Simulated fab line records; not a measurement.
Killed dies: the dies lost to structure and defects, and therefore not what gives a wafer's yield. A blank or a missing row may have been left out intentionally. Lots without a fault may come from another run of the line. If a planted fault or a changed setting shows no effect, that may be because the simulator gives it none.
Chamber matching + flow n5Finfet + 4 sister chambers for N5_HKMG_FIN_DESCUM_53 on rieDiel-04
The step chemistry O2, time 7.9 s. 4 wafers are shown with their chamber, then 10 later ones without.

== WAFERS WITH THEIR CHAMBER ==
| wafer  | chamber | showerheadPlenumPTorr (Torr) |
|--------|---------|------------------------------|
| L077.2 | 0       | 2.06                         |
| L087.2 | 2       | 2.11                         |
| L091.1 | 1       | 2.16                         |
| L091.2 | 3       | 2.22                         |

== WAFERS WITH NO CHAMBER GIVEN ==
| wafer  | showerheadPlenumPTorr (Torr) |
|--------|------------------------------|
| L091.3 | 2.11                         |
| L092.2 | 2.22                         |
| L092.4 | 2.22                         |
| L092.6 | 2.11                         |
| L096.1 | 2.05                         |
| L096.2 | 2.11                         |
| L096.5 | 2.21                         |
| L097.2 | 2.16                         |
| L097.3 | 2.21                         |
| L097.4 | 2.11                         |

== THE CHAMBER EACH PASSED THROUGH ==
| wafer  | from the rows above | in truth |
|--------|---------------------|----------|
| L091.3 | 2                   | 2        |
| L092.2 | 3                   | 3        |
| L092.4 | 3                   | 3        |
| L092.6 | 2                   | 2        |
| L096.1 | 0                   | 0        |
| L096.2 | 2                   | 2        |
| L096.5 | 3                   | 3        |
| L097.2 | 1                   | 1        |
| L097.3 | 3                   | 3        |
| L097.4 | 2                   | 2        |
Correct placement for 10 of the 10. Not placeable from these rows: 0. Wrongly placed: 0.
How it was worked out, from the rows above alone: a wafer's distance from a chamber is the root of the sum, over the readings, of the square of ((its reading less the chamber's mean) divided by the reading's scatter). If the next closest chamber is less than 2 further off than the closest, the wafer can't be placed; otherwise it belongs to the closest. Each chamber's mean is taken over the wafers shown for it. The scatter: root of mean squared gap, hidden wafer to nearest shown wafer, with one shown wafer a chamber.
